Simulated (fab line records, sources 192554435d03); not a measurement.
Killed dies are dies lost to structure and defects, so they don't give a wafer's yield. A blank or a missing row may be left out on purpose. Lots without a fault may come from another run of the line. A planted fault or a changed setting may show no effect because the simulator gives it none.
One fault seen from 2 desks | flow n5_finfet | each desk has only its own numbers; what lay behind them comes last

THE METROLOGY DESK
What the gauges read, lot by lot, whatever tool the lot ran on: means of the sampled wafers that have a number. A lot is out of limits, marked OUT, if its mean lies more than 4 standard deviations from the usual mean; the brackets give that distance. Of its 11 readings 7 are shown: those that lie furthest out on some lot.
Columns: A = V1_OVL at N5_BEOL_M2_OVL_MEAS_29, usual -0.5 nm; B = IOFF_N at N5_BEOL_M4_RC_MEAS_101, usual 0.16 nA/um; C = IOFF_P at N5_BEOL_M4_RC_MEAS_101, usual 0.21 nA/um; D = ION_N at N5_BEOL_M4_RC_MEAS_101, usual 672 uA/um; E = ION_P at N5_BEOL_M4_RC_MEAS_101, usual 461 uA/um; F = VT_N at N5_BEOL_M4_RC_MEAS_101, usual 250 mV; G = VT_P at N5_BEOL_M4_RC_MEAS_101, usual -251 mV
lot  | first seen here | A    | B    | C    | D   | E   | F   | G
L444 | day 7 00:56     | -0.2 | 0.16 | 0.23 | 674 | 469 | 247 | -247
L446 | day 7 08:57     | -0.6 | 0.15 | 0.20 | 669 | 461 | 250 | -249
L448 | day 7 23:28     | 0.4  | 0.16 | 0.21 | 672 | 462 | 251 | -251
L452 | day 8 23:37     | -0.4 | 0.18 | 0.23 | 677 | 461 | 249 | -249
L458 | day 10 15:02    | -0.8 | 0.20 | 0.27 | 689 | 475 | 246 | -245
L460 | day 11 02:50    | -2.0 | 0.15 | 0.18 | 666 | 446 | 252 | -256
L462 | day 11 05:31    | -1.2 | 0.17 | 0.23 | 671 | 460 | 250 | -247
L465 | day 12 08:36    | -1.5 | 0.13 | 0.20 | 676 | 466 | 251 | -252
L466 | day 12 12:13    | 0.1  | 0.11 | 0.16 | 657 | 457 | 256 | -253
This desk's finding: nothing out of limits on any of the 9 lots.

THE TOOL OWNER'S DESK: rie_diel-04
The tool's own readings at N5_BEOL_M2_ETCH_70 (etches SOC in N2/H2, target depth 80 nm, overetch 24 nm, time 130 s): means of the sampled wafers that have a number, for each lot that ran on this tool. A lot is out of limits, marked OUT, if its mean lies more than 4 standard deviations from the usual mean; the brackets give that distance.
Columns: A = drypump_motor_current_A at N5_BEOL_M2_ETCH_70, usual 5.6 A; B = oes_product_au at N5_BEOL_M2_ETCH_70, usual 0.59 a.u.; C = rf_fwd_power_W at N5_BEOL_M2_ETCH_70, usual 835.8 W; D = rf_vpp_V at N5_BEOL_M2_ETCH_70, usual 524.5 V; E = showerhead_plenum_p_Torr at N5_BEOL_M2_ETCH_70, usual 2.57 Torr; F = throttle_valve_pct at N5_BEOL_M2_ETCH_70, usual 17.73 %
lot  | first seen here | A   | B    | C               | D                | E    | F
L444 | day 7 06:58     | 5.3 | 0.64 | 835.7           | 526.6            | 2.66 | 17.61
L452 | day 9 00:41     | 5.6 | 0.58 | 769.6 (-24) OUT | 542.1 (+7.0) OUT | 2.59 | 17.69
L466 | day 12 14:16    | 5.4 | 0.60 | 837.5           | 524.4            | 2.57 | 17.66
This desk's finding: out of limits on L452; first on L452, day 9 00:41 (rf_fwd_power_W at N5_BEOL_M2_ETCH_70). In limits: L444, L466.

PUT TOGETHER
The tool owner's desk could have raised an alarm at day 9 00:41, on L452.
The metrology desk saw nothing out of limits.
The metrology desk has L452 on record, within its limits.
Of the lots named, all ran N5_BEOL_M2_ETCH_70 on rie_diel-04.

WHAT THE SIMULATOR HAD PUT IN
Process parameter drift: rie_diel-04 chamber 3, from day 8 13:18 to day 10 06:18, at N5_BEOL_M2_ETCH_70. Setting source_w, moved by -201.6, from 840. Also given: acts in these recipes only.
Lots struck among those shown: L452.
Hours from the fault's start to each desk's first reading out of limits: the tool owner's desk, 11.
